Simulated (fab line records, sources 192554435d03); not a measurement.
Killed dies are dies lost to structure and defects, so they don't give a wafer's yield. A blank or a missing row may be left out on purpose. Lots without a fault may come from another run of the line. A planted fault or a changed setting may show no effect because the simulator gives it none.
A struck lot beside a sound one | flow n5_finfet | 36 steps out of a route of 1938
Sound: wafers L180.2, L180.3, L180.6. Struck: wafers L173.1, L173.3, L173.4. The cause comes at the end.
At each step with rows: each side's tool, then ch and its chambers, then its first start. Under that, the readings that differ: sound wafers | struck wafers | difference of the means | sigmas: that difference in standard deviations of wafers without a fault.
alike: readings whose means differ by less than 2 such deviations, and words and numbers that are the same on both sides. not compared: withheld readings, readings that some wafer has no value for, bounds like >300 that may hide the same value, and numbers for which the record gives no deviation and whose values overlap.
The two part at a step that has a row with sigmas, a row that says differs or no value, or rows on one side only. Numbers that don't overlap but have no deviation are shown without sigmas and don't part them. A reading that every wafer of one side lacks parts them only if that side has two wafers or more.

first, 9 steps without rows for these wafers: N5_BEOL_M4_ANNEAL_95 (time 240 s); N5_BEOL_M4_SPUTTER_96 (material Cu, target thk 4.5 nm, time 8.29 s); N5_BEOL_M4_ECD_50 (material Cu, target thk 300 nm); N5_BEOL_M4_ANNEAL_51 (time 90 s); N5_BEOL_M4_CMP_52 (polishes, stops on SiOC, t overpolish 6.8 s, target thk 40 nm); N5_BEOL_M4_PRE_CLEAN_60 (time 15 s); N5_BEOL_M4_CO_CAP_55 (material Co, precursor CCTBA/H2, target thk 2 nm, time 102.1 s); N5_BEOL_M4_PRE_CLEAN_56 (time 15 s); N5_BEOL_M4_DEP_57 (deposits SiCN from 3MS/NH3, target thk 8 nm, time 14 s).
N5_BEOL_M4_RC_MEAS_101:
  sound on prober-01 ch 0, day 13 11:55; struck on prober-01 ch 0, day 11 23:40
  alike: DIBL_N, DIBL_P, IOFF_N, IOFF_P, ION_N, ION_P, SS_N, SS_P, VT_N, VT_P
then, 24 steps without rows for these wafers: N5_BEOL_M5_ILD_DEP_00 (deposits SiCOH lowk from DEMS/porogen, target thk 140.64 nm, time 25.9 s); N5_BEOL_M5_CURE_79 (cures SiCOH lowk, time 240 s); N5_BEOL_M5_PECVD_70 (deposits SiO2 from TEOS/O2, target thk 16 nm, time 18 s); N5_BEOL_M5_HM_DEP_02 (deposits TiN, target thk 20 nm); N5_BEOL_M5_COAT_59 (time 60 s, resist thk 60 nm); N5_BEOL_M5_COAT_60 (time 60 s, resist thk 12 nm); N5_BEOL_M5_COAT_71 (time 60 s, resist thk 5 nm); N5_BEOL_M5_COAT_05 (resist thk 30 nm); N5_BEOL_M5_EBR_07; N5_BEOL_M5_SOFTBAKE_06 (time 60 s); N5_BEOL_M5_EXPOSE_08 (exposes mask M5, target cd 28 nm); N5_BEOL_M5_PEB_09 (peb time 60 s); N5_BEOL_M5_DEVELOP_10 (develop time 30 s); N5_BEOL_M5_DESCUM_16 (chemistry O2, time 7 s); N5_BEOL_M5_ETCH_72 (etches underlayer in N2/H2, target depth 6.5 nm, time 5.2 s); N5_BEOL_M5_ETCH_61 (etches SiARC in CF4, target depth 15.6 nm, time 26 s); N5_BEOL_M5_ETCH_62 (etches SOC in N2/H2, target depth 75 nm, overetch 15 nm, time 112.5 s); N5_BEOL_M5_STRIP_63 (strips in N2/H2); N5_BEOL_M5_STRIP_73 (strips in N2/H2); N5_BEOL_M5_STRIP_64 (strips in CF4); N5_BEOL_M5_HM_OPEN_17 (chemistry Cl2/BCl3, target TiN, target depth 20 nm, overetch 6 nm); N5_BEOL_M5_STRIP_19 (strips in O2); N5_BEOL_M5_COAT_65 (time 60 s, resist thk 60 nm); N5_BEOL_M5_COAT_66 (time 60 s, resist thk 12 nm).
-- the record jumps here: 3 days lie between the struck wafers' starts before and after (it left off in module BEOL_M5 and takes up again in module BEOL_M12, whose first step shown is number 1642 of the route) --
N5_BEOL_M12_STRIP_37: strips in N2/H2.
  sound on plasma_asher-01 ch 0,1, day 16 04:05; struck on plasma_asher-01 ch 0,1, day 14 18:08
  no value came back on the struck wafers for any of 5 readings (drypump_motor_current_A (A), h2_flow_sccm (sccm) and others); on the sound wafers drypump_motor_current_A (A) reads 5.51 5.43 5.44
  not compared: rf_hours_counter_h
N5_PASSIVATION_PROBE_49:
  sound on prober-02, day 17 18:21; struck on prober-02, day 16 09:26
  reading                  | sound          | struck         | difference | sigmas
  defect_limited_yield (%) | 92.3 90.8 88.7 | 0 0 0          | -91        | -65
  killed_at_M4_up          | 17 21 29       | 1089 1100 1132 | +1085      | +99 or more
  killed_dies              | 91 108 133     | 1180 1180 1180 | +1069      | +67
  killed_on_rim            | 9 13 24        | 152 152 152    | +137       | +37
  sort_bin_5_function (%)  | 4.3 5.6 6.6    | 96.4 96.8 98.6 | +91.8      | +99 or more
  sort_n_pass              | 1089 1072 1047 | 0 0 0          | -1069      | -67
  sort_yield_pct (%)       | 92.3 90.8 88.7 | 0 0 0          | -91        | -65
  alike: killed_at_M0_to_M3, killed_at_contacts, killed_at_front_end, killed_at_other, killed_open, killed_short, sort_bin_6_memory

WHERE THEY PART
First at N5_BEOL_M12_STRIP_37; last, within this record, at N5_PASSIVATION_PROBE_49.

WHY: what the simulator had put in
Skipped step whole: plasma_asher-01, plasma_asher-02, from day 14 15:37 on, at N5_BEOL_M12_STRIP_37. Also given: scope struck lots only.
